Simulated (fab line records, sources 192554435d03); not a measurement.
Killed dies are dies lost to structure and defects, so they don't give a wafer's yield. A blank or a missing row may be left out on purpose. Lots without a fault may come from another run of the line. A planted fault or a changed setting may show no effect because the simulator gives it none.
fab line records | flow n5_finfet
record lots=9 wafers=27 last_day=17
route steps=1938 shown STI_FIN_REVEAL@184 BEOL_M4@1111
lots that met no fault: from a run of the same line without faults
start_h: hours from the record's first day to the start of the lot's first wafer shown | wait_h: hours since the lot's step before | " the same as in the row above | L1.1+2: a row that stands for several wafers | - no value, or no start given | * or withheld: withheld | < > ~ a bound
route shown NAME@n: a module of which the file shows steps, and the number in the route of the first | usual: mean/standard deviation of fault-free wafers | same: alike in all rows | chamber/n: place in a boat | sites: the reading at each site | _std_site: their standard deviation | _edge_site: outer sites' mean less inner sites' | radius_mm: how far each site lies from the wafer's centre | mask NAME#n: copy n | behind: the tool/chamber that last shaped the wafer | hold: why the lot was held/for how many hours/how that ended | device: the transistor (n, p or np) that didn't switch | end of line: the same wafers' tests at the end of the route | a step without rows: its recipe alone | killed: dies lost to structure and defects at the first sort, not the wafer's yield | map: a wafer's dies, x killed, . not, _ none there
set.NAME: the setting as run; set.NAME@STEP: as run at that earlier step | model.NAME: the simulator's own value behind a step, which no gauge read
steps of the route over a sample of lots; a table a step, a row a wafer
services: from which hour (start_h, from the record's first day; less than 0 if before it) a tool's chamber was out of use, for how many hours, and why
## steps
# step N5_STI_FIN_REVEAL_ALD_14
# recipe material=Si3N4 target_thk_a=30 temp_c=400 ald_precursor_family=SiH2I2 ald_co_reactant=N2/H2-plasma pressure_torr=2
# usual heater_power_w=867/70
# columns lot.wafer tool chamber start_h wait_h heater_power_w
L831.3 ald_sin-03 1 48.00 0.0 761
L831.4 " 2 " " 879
L831.6 " 1 " " 749
L832.1 ald_sin-03 0 54.43 0.0 908
L832.5 " 3 " " 924
L832.6 " 2 " " 869
L837.1 ald_sin-03 0 82.94 0.0 925
L837.3 " 3 " " 921
L837.5 " 1 " " 757
L839.1 ald_sin-04 1 97.65 0.0 1004
L839.4 " 3 " " 821
L839.5 " 3 " " 812
L840.2 ald_sin-03 2 101.44 0.0 891
L840.5 " 0 " " 874
L840.6 " 3 " " 863
L844.3 ald_sin-03 0 124.15 0.0 861
L844.5 " 0 " " 838
L844.6 " 3 " " 903
L847.2 ald_sin-04 0 142.34 0.0 866
L847.4 " 1 " " 996
L847.5 " 2 " " 905
L849.1 ald_sin-01 1 153.69 0.0 965
L849.4 " 0 " " 746
L849.5 " 2 " " 857
L850.1 ald_sin-01 3 160.88 0.0 933
L850.2 " 0 " " 755
L850.3 " 1 " " 938
# step N5_STI_FIN_REVEAL_ETCHBACK_08
# recipe chemistry=C4F6/O2 target=SiO2 target_depth_a=305 time_s=10.167 ion_energy_ev=250 pressure_mtorr=30 source_w=345 bias_w=185 Ar_flow_sccm=300 C4F6_flow_sccm=10 O2_flow_sccm=10
# usual drypump_motor_current_A=5.7/0.33 oes_product_au=0.80/0.086 rf_vpp_V=669/20 showerhead_plenum_p_Torr=2.87/0.062 throttle_valve_pct=21.15/0.29
# columns lot.wafer tool chamber start_h wait_h drypump_motor_current_A oes_product_au rf_hours_counter_h rf_vpp_V showerhead_plenum_p_Torr throttle_valve_pct
L831.3 rie_diel-01 2 54.19 0.1 5.8 0.70 196 658 2.75 21.77
L831.4 " 0 " " 5.1 0.70 247 644 2.90 21.26
L831.6 " 2 " " 5.8 0.70 - 660 2.75 21.77
L832.1 rie_diel-01 3 60.08 0.3 5.5 0.92 23 685 2.87 21.07
L832.5 " 1 " " 5.5 0.78 - 683 2.93 21.33
L832.6 " 3 " " 5.5 0.92 - 684 2.87 21.10
L837.1 rie_diel-01 3 89.13 0.2 5.5 0.89 32 684 2.87 21.07
L837.3 " 2 " " 5.9 0.69 211 658 2.75 21.78
L837.5 " 2 " " 5.8 0.69 - 659 2.75 21.79
L839.1 rie_diel-01 3 103.22 0.2 5.5 0.90 37 686 2.86 21.08
L839.4 " 2 " " 5.9 0.69 216 657 2.75 21.79
L839.5 " 3 " " 5.5 0.89 - 684 2.86 21.10
L840.2 rie_diel-01 1 107.08 0.2 5.6 0.75 171 684 2.92 21.34
L840.5 " 0 " " 5.1 0.93 - 645 2.89 20.89
L840.6 " 1 " " 5.6 0.75 - 685 2.92 21.34
L844.3 rie_diel-06 1 129.92 0.1 5.9 0.68 232 656 2.95 21.52
L844.5 " 3 " " 6.1 0.84 - 638 2.88 20.98
L844.6 " 2 " " 5.7 0.86 - 670 2.90 21.45
L847.2 rie_diel-04 1 147.91 0.2 5.4 0.70 204 687 2.83 21.07
L847.4 " 2 " " 5.5 0.74 185 639 2.94 20.94
L847.5 " 3 " " 6.2 0.80 - 671 2.80 21.15
L849.1 rie_diel-06 1 159.28 0.2 5.9 0.68 244 656 2.95 21.53
L849.4 " 1 " " 5.9 0.69 - 657 2.95 21.54
L849.5 " 3 " " 6.1 0.82 - 636 2.87 20.99
L850.1 rie_diel-04 3 166.50 0.2 6.2 0.79 76 672 2.79 21.16
L850.2 " 0 " " 6.2 0.88 39 690 2.89 20.82
L850.3 " 2 " " 5.5 0.71 192 636 2.94 20.93
# step N5_STI_FIN_REVEAL_OXIDATION_31
# recipe chemistry=O2_PLASMA_REMOTE temp_c=150 time_s=20 pressure_mtorr=1000 source_power_w=2000 o2_flow_sccm=3000
# usual drypump_motor_current_A=5.7/0.31 heater_power_w=156/18
# columns lot.wafer tool chamber start_h wait_h drypump_motor_current_A heater_power_w rf_hours_counter_h
L831.3 plasma_asher-01 1 56.61 0.1 5.2 163 -
L831.4 " 0 " " 6.1 134 -
L831.6 " 0 " " 6.1 131 -
L832.1 plasma_asher-02 0 62.49 0.0 5.5 179 36
L832.5 " 0 " " 5.4 175 -
L832.6 " 1 " " 5.9 140 -
L837.1 plasma_asher-02 1 91.54 0.0 5.9 147 43
L837.3 " 1 " " 5.8 138 -
L837.5 " 0 " " 5.4 177 -
L839.1 plasma_asher-02 0 105.63 0.0 5.4 180 46
L839.4 " 0 " " 5.4 179 -
L839.5 " 0 " " 5.4 173 -
L840.2 plasma_asher-02 1 109.48 0.0 5.9 138 46
L840.5 " 1 " " 5.9 140 -
L840.6 " 0 " " 5.4 178 -
L844.3 plasma_asher-02 1 132.37 0.1 5.9 140 -
L844.5 " 0 " " 5.4 180 -
L844.6 " 1 " " 5.9 141 -
L847.2 plasma_asher-02 1 150.32 0.0 5.9 142 56
L847.4 " 0 " " 5.4 179 -
L847.5 " 1 " " 5.9 140 -
L849.1 plasma_asher-02 0 161.79 0.1 5.4 178 60
L849.4 " 0 " " 5.4 180 -
L849.5 " 0 " " 5.5 177 -
L850.1 plasma_asher-02 0 168.92 0.0 5.4 173 62
L850.2 " 1 " " 5.9 140 62
L850.3 " 1 " " 5.9 144 -
# step N5_STI_FIN_REVEAL_CD_MEAS_22
# recipe target_cd_nm=6.238 pitch_nm=28 polarity=line
# usual cd_nm=6.3/0.31
# columns lot.wafer tool chamber start_h wait_h cd_nm
L831.3 cd_sem-01 - 57.11 0.0 6.3
L831.4 " - " " 6.4
L831.6 " - " " 6.4
L832.1 cd_sem-01 - 63.01 0.0 6.2
L832.5 " - " " 6.0
L832.6 " - " " 5.7
L837.1 cd_sem-02 - 92.06 0.0 6.7
L837.3 " - " " 5.8
L837.5 " - " " 6.2
L839.1 cd_sem-02 - 106.14 0.0 6.4
L839.4 " - " " 5.8
L839.5 " - " " 6.3
L840.2 cd_sem-02 - 110.00 0.0 6.3
L840.5 " - " " 5.6
L840.6 " - " " 6.7
L844.3 cd_sem-03 - 132.87 0.0 6.8
L844.5 " - " " 7.0
L844.6 " - " " 6.8
L847.2 cd_sem-01 - 150.95 0.0 6.6
L847.4 " - " " 6.7
L847.5 " - " " 6.5
L849.1 cd_sem-03 - 162.31 0.0 6.4
L849.4 " - " " 6.3
L849.5 " - " " 6.2
L850.1 cd_sem-01 - 169.44 0.0 6.5
L850.2 " - " " 6.2
L850.3 " - " " 6.5
# step N5_STI_FIN_REVEAL_FIN_H_MEAS_10
# usual trench_depth_nm=52.1/0.85
# columns lot.wafer tool chamber start_h wait_h trench_depth_nm
L831.3 ocd-02 - 57.14 0.0 51.5
L831.4 " - " " 51.7
L831.6 " - " " 51.0
L832.1 ocd-02 - 63.04 0.0 53.0
L832.5 " - " " 52.4
L832.6 " - " " 52.4
L837.1 ocd-01 - 92.09 0.0 51.0
L837.3 " - " " 50.1
L837.5 " - " " 50.1
L839.1 ocd-02 - 106.17 0.0 53.3
L839.4 " - " " 51.7
L839.5 " - " " 55.1
L840.2 ocd-02 - 110.03 0.0 53.5
L840.5 " - " " 55.0
L840.6 " - " " 51.7
L844.3 ocd-02 - 132.90 0.0 52.4
L844.5 " - " " 52.4
L844.6 " - " " 53.3
L847.2 ocd-02 - 150.98 0.0 51.8
L847.4 " - " " 53.4
L847.5 " - " " 52.4
L849.1 ocd-01 - 162.34 0.0 53.1
L849.4 " - " " 52.4
L849.5 " - " " 52.1
L850.1 ocd-02 - 169.47 0.0 51.8
L850.2 " - " " 53.3
L850.3 " - " " 52.3
# step N5_BEOL_M4_RC_MEAS_101
# usual DIBL_N=36.0/2.2 DIBL_P=35.9/2.6 IOFF_N=0.16/0.038 IOFF_P=0.21/0.042 ION_N=675/15 ION_P=463/10 SS_N=71.5/0.62 SS_P=73.2/0.76 VT_N=250/4.1 VT_P=-251/3.6
# columns lot.wafer tool chamber start_h wait_h DIBL_N[mV/V] DIBL_P[mV/V] IOFF_N[nA/um] IOFF_P[nA/um] ION_N[uA/um] ION_P[uA/um] SS_N[mV/dec] SS_P[mV/dec] VT_N[mV] VT_P[mV]
L832.1 prober-01 0 192.73 0.0 32.4 31.1 0.10 0.14 662 457 71.0 72.7 259 -258
L832.5 " 0 " " 32.1 31.3 0.10 0.14 648 454 70.5 72.4 260 -257
L832.6 " 0 " " 34.7 33.8 0.13 0.18 674 465 71.4 74.1 255 -251
L831.3 prober-02 0 194.41 0.3 33.3 33.6 0.12 0.15 657 446 70.9 73.0 253 -255
L831.4 " 0 " " 36.6 37.5 0.17 0.20 680 458 72.6 73.8 247 -251
L831.6 " 0 " " 34.8 34.4 0.14 0.15 656 444 71.8 73.3 251 -255
L837.1 prober-02 0 215.85 0.0 37.8 37.3 0.16 0.19 675 459 71.2 73.3 252 -254
L837.3 " 0 " " 35.3 34.2 0.12 0.16 644 445 70.9 73.4 259 -256
L837.5 " 0 " " 35.8 33.6 0.13 0.15 653 446 71.9 72.5 256 -259
L839.1 prober-01 0 230.50 0.0 38.5 36.9 0.16 0.26 684 475 71.2 73.7 248 -247
L839.4 " 0 " " 32.9 30.5 0.09 0.17 639 447 70.3 72.9 257 -250
L839.5 " 0 " " 37.2 35.6 0.16 0.24 696 491 71.3 73.5 248 -245
L840.2 prober-01 0 247.44 0.2 34.7 36.2 0.15 0.20 698 477 71.0 72.5 249 -249
L840.5 " 0 " " 34.2 34.4 0.13 0.17 705 483 71.2 72.4 250 -250
L840.6 " 0 " " 35.5 36.6 0.15 0.20 666 456 71.6 73.4 246 -254
L844.3 prober-01 0 262.40 0.3 36.0 37.5 0.18 0.24 687 470 71.2 73.3 246 -246
L844.5 " 0 " " 37.0 38.6 0.19 0.25 691 475 71.3 73.8 246 -247
L844.6 " 0 " " 34.2 34.9 0.15 0.19 694 480 71.1 72.6 249 -250
L847.2 prober-02 0 281.27 0.2 38.6 39.0 0.18 0.23 675 464 71.9 73.4 249 -250
L847.4 " 0 " " 39.9 42.4 0.22 0.29 696 482 72.1 73.9 245 -248
L847.5 " 0 " " 38.5 39.0 0.20 0.25 689 472 71.6 73.0 246 -250
L849.1 prober-02 0 290.17 0.0 35.9 36.9 0.17 0.28 684 476 71.5 74.2 249 -243
L849.4 " 0 " " 32.9 32.5 0.12 0.19 663 462 70.3 72.6 255 -249
L849.5 " 0 " " 33.8 31.9 0.12 0.18 656 454 70.8 72.2 252 -251
L850.1 prober-01 0 306.25 0.0 37.4 40.0 0.21 0.26 678 458 71.8 74.5 242 -250
L850.2 " 0 " " 33.0 33.5 0.14 0.17 679 467 71.5 72.5 249 -254
L850.3 " 0 " " 37.6 40.5 0.22 0.25 692 470 72.9 74.6 244 -249
## services
# columns tool chamber start_h hours kind
rie_diel-01 2 33.57 4.7 repair
rie_diel-06 - 36.66 28.1 pm
ald_sin-01 2 37.67 17.9 repair
plasma_asher-01 - 44.69 1.3 repair
ald_sin-04 3 47.30 10.1 repair
rie_diel-04 - 56.67 2.8 pm
rie_diel-01 0 59.73 - clean
rie_diel-01 0 59.73 - consumable_replace:focus_ring
rie_diel-01 0 59.73 18.3 scheduled_down
rie_diel-01 0 59.73 18.3 vent_cycle
rie_diel-01 3 64.59 9.1 repair
rie_diel-06 3 73.33 7.0 repair
ald_sin-03 2 73.47 9.4 repair
ald_sin-03 - 85.25 14.0 pm
ald_sin-03 0 85.25 14.0 vent_cycle
ald_sin-03 1 85.25 14.0 vent_cycle
ald_sin-03 2 85.25 14.0 vent_cycle
ald_sin-03 3 85.25 14.0 vent_cycle
ald_sin-03 0 99.25 - clean
rie_diel-04 0 102.22 2.3 repair
ald_sin-04 3 102.77 18.7 repair
ald_sin-01 1 144.50 5.2 repair
plasma_asher-01 - 149.50 9.1 repair
rie_diel-06 0 155.65 13.1 repair
## key
first_sign step=N5_STI_FIN_REVEAL_FIN_H_MEAS_10 reading=trench_depth_nm direction=up sigmas=2.9 usual=52.1 struck=54.5
effect step=N5_BEOL_M4_RC_MEAS_101 reading=ION_P direction=up sigmas=2.1 usual=463 struck=484
met_at N5_STI_FIN_REVEAL_ETCHBACK_08
struck_lots L839,L840
struck_wafers L839.5,L840.2,L840.5
not_acting_at N5_STI_FIN_REVEAL_ALD_14,N5_STI_FIN_REVEAL_OXIDATION_31,N5_STI_FIN_REVEAL_CD_MEAS_22
onset_between 89.13 103.22
fault kind=process_parameter_drift tool=rie_diel-01 chamber=- onset_h=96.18 steps=N5_STI_FIN_REVEAL_ETCHBACK_08 channel=time_s offset=* shape=step end_h=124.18 scope=struck_wafers_only acts_in=* stated=*
